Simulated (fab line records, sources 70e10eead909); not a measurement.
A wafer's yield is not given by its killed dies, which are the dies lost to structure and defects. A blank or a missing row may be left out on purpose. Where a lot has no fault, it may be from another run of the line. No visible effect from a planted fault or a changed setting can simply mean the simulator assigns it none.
Comparing a struck lot with a sound one -- flow nand-harc -- 18 steps out of a route of 1302
Sound: these wafers, L638.2, L638.4, L638.6. Wafers struck: L640.2, L640.3, L640.5. The cause comes at the end.
Each step with rows lists, per side, the tool, then ch with its chambers, then its first start. Under that, the readings that differ: sound wafers -- struck wafers -- difference of the means -- sigmas: that difference in standard deviations of wafers without a fault.
alike: a reading whose means differ by less than 2 such deviations, as well as words and numbers matching on both sides. not compared: withheld readings; readings where some wafer has no value; bounds like >300 that might hide an equal value; numbers whose values overlap and for which the record gives no deviation.
The two part at a step that has a row with sigmas, a row that says differs or no value, or rows on one side only. Numbers that have no deviation but don't overlap get no sigmas and don't part them. A reading missing from all wafers of one side parts the sides only when that side holds two or more wafers.

NHARC_P_GATE_ALD_36: deposits SiNx, target thk 20 nm, pulse time 60 s, ald cycles 223.
  sound on ald-sin-02 ch 1,2, day 5 05:37; struck on ald-sin-03 ch 0,2,3, day 5 20:53
  alike: heater-power-w, precursor-pulse-height-rel
NHARC_P_GATE_ETCHBACK_37: etches the open film in CHF3/O2, target depth 34.5 nm, time 17.2 s.
  sound on rie-diel-11 ch 1,2; struck on rie-diel-03 ch 2,3
reading,sound,struck,difference,sigmas
oes-product-au (a.u.),1.00 1.02 1.02,0.92 0.92 0.93,-0.09,-3
  alike: drypump-motor-current-A, rf-vpp-V, showerhead-plenum-p-Torr, throttle-valve-pct
  not compared: rf-hours-counter-h
NHARC_P_GATE_STRIP_101: strips in O2, time 20 s.
  sound on rie-diel-11 ch 0,1,3, day 5 15:14; struck on rie-diel-03 ch 0,1,3, day 6 04:23
  alike: drypump-motor-current-A, oes-product-au, rf-vpp-V, showerhead-plenum-p-Torr, throttle-valve-pct
  not compared: rf-hours-counter-h
then, 9 steps without rows for these wafers: NHARC_P_GATE_PRECLEAN_97 (cleans in SPM, time 600 s); NHARC_P_GATE_SRD_98; NHARC_P_GATE_PRECLEAN_99 (cleans in SC1); NHARC_P_GATE_SRD_100; NHARC_P_GATE_DEHYDRATE_38 (time 120 s); NHARC_P_GATE_HMDS_39 (time 30 s); NHARC_P_GATE_COAT_40; NHARC_P_GATE_SOFTBAKE_41 (time 95 s); NHARC_P_GATE_EBR_42.
NHARC_P_GATE_EXPOSE_43: exposes mask P NSD, target cd 720 nm.
  sound on krf-scanner-03 ch 0, day 5 15:53; struck on krf-scanner-02 ch 0, day 6 05:08
reading,sound,struck,difference,sigmas
mask,P_NSD#0 P_NSD#0 P_NSD#0,P_HVPW#0 P_HVPW#0 P_HVPW#0,differs,
then, 2 steps without rows for these wafers: NHARC_P_GATE_PEB_44 (peb time 85 s); NHARC_P_GATE_DEVELOP_45 (time 70 s).
NHARC_P_GATE_CD_MEAS_46: target cd 720 nm.
  sound on cd-sem-03 ch 0, day 5 16:02; struck on cd-sem-02 ch 0, day 6 05:18
reading,sound,struck,difference,sigmas
cd-nm (nm),717.4 717.8 716.6,- - -,no value on the struck wafers,
then, 1 step without rows for these wafers: NHARC_P_GATE_HARDBAKE_47 (time 80 s).
-- record jumps: 19 days between struck wafers' starts before vs after; left off in module P_GATE, resumes in module END, first step shown is number 1302 of the route --
NHARC_END_SORT_01:
  sound on prober-02 ch 0, day 24 21:25; struck on prober-02 ch 0, day 25 10:20
reading,sound,struck,difference,sigmas
hold,- - -,await-dispo/2.0h/scrap await-dispo/2.0h/scrap await-dispo/2.0h/scrap,no value on the sound wafers,
killed-at-periphery,2 4 6,652 657 658,+652,+99 or more
killed-dies,50 39 57,677 677 677,+628,+33
  alike: killed-at-array, killed-at-other, killed-open, killed-short

== WHERE THEY PART ==
At NHARC_P_GATE_ETCHBACK_37 first; at NHARC_END_SORT_01 last (within this record only).

WHY: what had been put in by the simulator
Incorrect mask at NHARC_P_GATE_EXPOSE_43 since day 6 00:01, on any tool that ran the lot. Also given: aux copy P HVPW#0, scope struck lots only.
